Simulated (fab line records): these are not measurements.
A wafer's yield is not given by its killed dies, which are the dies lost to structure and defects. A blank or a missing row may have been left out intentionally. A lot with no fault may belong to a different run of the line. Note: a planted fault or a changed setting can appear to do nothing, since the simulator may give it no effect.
What tool caused it?	flow nand-harc	12 lots, 36 wafers sampled, at 2 steps of a route of 1159

== WHAT THE GAUGES SHOWED, per wafer ==
NHARC_A_ONON_D1_THK_MEAS_18: measures by ellipsometry.
lot	measured	on	thk-nm (nm)
L075	day 8 09:19	film-metro-01	1006 1002 1005
L077	day 8 18:08	film-metro-02	989 987 988
L079	day 9 06:40	film-metro-02	991 989 992
L080	day 9 18:23	film-metro-01	1007 1007 1006
L082	day 10 04:17	film-metro-01	1011 1009 1011
L086	day 11 05:32	film-metro-02	997 1000 999
L085	day 11 05:12	film-metro-02	996 997 995
L090	day 12 00:17	film-metro-02	995 994 994
L091	day 12 05:17	film-metro-02	997 996 996
L093	day 12 20:59	film-metro-01	1009 1010 1009
L095	day 12 21:00	film-metro-01	992 990 993
L097	day 13 18:55	film-metro-02	1024 1023 1023

== TOOL THAT RAN EACH LOT (tool first, then ch and the chambers of the sampled wafers, then the start) ==
lot	NHARC_P_BONDPAD_DESCUM_11
L075	rie-diel-03 ch 0,1,2, day 6 20:15
L077	rie-diel-03 ch 0,1,3, day 7 04:19
L079	rie-diel-03 ch 0,1,3, day 7 18:17
L080	rie-diel-03 ch 0,3, day 8 06:14
L082	rie-diel-08 ch 1,3, day 8 17:20
L086	rie-diel-03 ch 1,2, day 9 15:27
L085	rie-diel-03 ch 1,3, day 9 16:10
L090	rie-diel-03 ch 1,2,3, day 10 08:52
L091	rie-diel-08 ch 0,1,2, day 10 16:20
L093	rie-diel-03 ch 0,2, day 11 04:02
L095	rie-diel-01 ch 0,1,3, day 11 10:44
L097	rie-diel-03 ch 1,2, day 12 02:14
- NHARC_P_BONDPAD_DESCUM_11: chemistry O2, time 3 s.

== THE ANSWER, worked out from the rows above alone ==
Rule: what is usual is taken from the lots themselves. Put in order of their means at a reading, lots are off if they are a third of the lots or fewer, leave a main group of 4 or more, and stand apart from it by a gap of 3 or more times the standard deviation of the main group's means; of several such gaps the widest counts. The tables above print the reading to a certain number of digits; a main group whose means all agree to those digits is not used. A lot without any number at a reading at which 4 lots or more have one is off too. The other lots that the step has rows for count as sound.
No lot is off on any of the readings shown, so nothing can be concluded from this.

== WHAT WAS PUT IN BY THE SIMULATOR ==
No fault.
